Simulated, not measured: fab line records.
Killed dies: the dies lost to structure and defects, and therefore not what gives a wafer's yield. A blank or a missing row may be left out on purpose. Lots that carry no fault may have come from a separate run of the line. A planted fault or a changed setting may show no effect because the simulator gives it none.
Chamber matching -- flow n5_finfet -- N5_SD_EPI_N_ETCH_35 on rie_diel-05: 4 sister chambers
The step etches SOC in N2/H2, overetch 108 nm, time 486 s. 4 wafers are shown with their chamber, then 7 later ones without.

WAFERS PAIRED WITH THEIR CHAMBERS
wafer,chamber,throttle_valve_pct (%)
L083.2,2,23.57
L084.5,0,23.78
L087.2,1,24.05
L087.4,3,24.30

WAFERS WITH NO CHAMBER GIVEN
wafer,throttle_valve_pct (%)
L087.6,23.58
L093.1,23.82
L093.2,23.59
L093.5,23.81
L097.2,23.59
L097.3,23.83
L097.5,23.61

CHAMBER TAKEN BY EACH
wafer,from the rows above,in truth
L087.6,2,2
L093.1,0,0
L093.2,2,2
L093.5,0,0
L097.2,2,2
L097.3,0,0
L097.5,2,2
Placed correctly: 7 of 7. From these rows, 0 cannot be placed. Wrongly placed: 0.
How it was worked out, from the rows above alone: a wafer's distance from a chamber is the root of the sum, over the readings, of the square of ((its reading less the chamber's mean) divided by the reading's scatter). The wafer belongs to the nearest chamber; if the next one is less than 2 further off, it can't be placed. Each chamber's mean is taken over the wafers shown for it. The scatter (one wafer shown for each chamber): square how far every hidden wafer sits from the nearest shown wafer, average those squares and take the square root.
